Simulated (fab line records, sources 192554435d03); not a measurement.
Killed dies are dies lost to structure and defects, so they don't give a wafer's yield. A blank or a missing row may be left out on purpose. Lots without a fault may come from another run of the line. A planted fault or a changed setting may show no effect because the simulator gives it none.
Chamber matching | flow n5_finfet | N5_BEOL_M4_DESCUM_33 on rie_diel-04: 4 sister chambers
The step chemistry O2, time 7 s. 7 wafers are shown with their chamber, then 10 later ones without.

WAFERS WITH THEIR CHAMBER
wafer  | chamber | throttle_valve_pct (%) | showerhead_plenum_p_Torr (Torr)
L080.3 | 1       | 20.15                  | 2.13
L089.6 | 0       | 20.57                  | 2.20
L094.1 | 1       | 20.17                  | 2.12
L094.2 | 0       | 20.56                  | 2.19
L094.3 | 3       | 19.84                  | 2.23
L094.4 | 2       | 20.34                  | 2.18
L094.5 | 2       | 20.35                  | 2.18

WAFERS WITHOUT THEIR CHAMBER
wafer  | throttle_valve_pct (%) | showerhead_plenum_p_Torr (Torr)
L094.6 | 19.83                  | 2.23
L097.1 | 19.86                  | 2.23
L097.2 | 20.57                  | 2.19
L097.3 | 20.20                  | 2.12
L097.4 | 20.35                  | 2.17
L097.5 | 20.37                  | 2.17
L097.6 | 19.86                  | 2.23
L096.4 | 20.40                  | 2.17
L096.5 | 20.19                  | 2.12
L096.6 | 20.37                  | 2.17

WHICH CHAMBER EACH WENT THROUGH
wafer  | from the rows above | in truth
L094.6 | 3                   | 3
L097.1 | 3                   | 3
L097.2 | 0                   | 0
L097.3 | 1                   | 1
L097.4 | 2                   | 2
L097.5 | 2                   | 2
L097.6 | 3                   | 3
L096.4 | 2                   | 2
L096.5 | 1                   | 1
L096.6 | 2                   | 2
Placed correctly: 10 of 10. Can't be placed from these rows: 0. Placed wrongly: 0.
How it was worked out, from the rows above alone: a wafer's distance from a chamber is the root of the sum, over the readings, of the square of ((its reading less the chamber's mean) divided by the reading's scatter). The wafer belongs to the nearest chamber; if the next one is less than 2 further off, it can't be placed. A chamber's mean is the mean of its shown wafers. The scatter: the root of (the sum of the squares of (reading less its chamber's mean) over the shown wafers, divided by (wafers less chambers)).
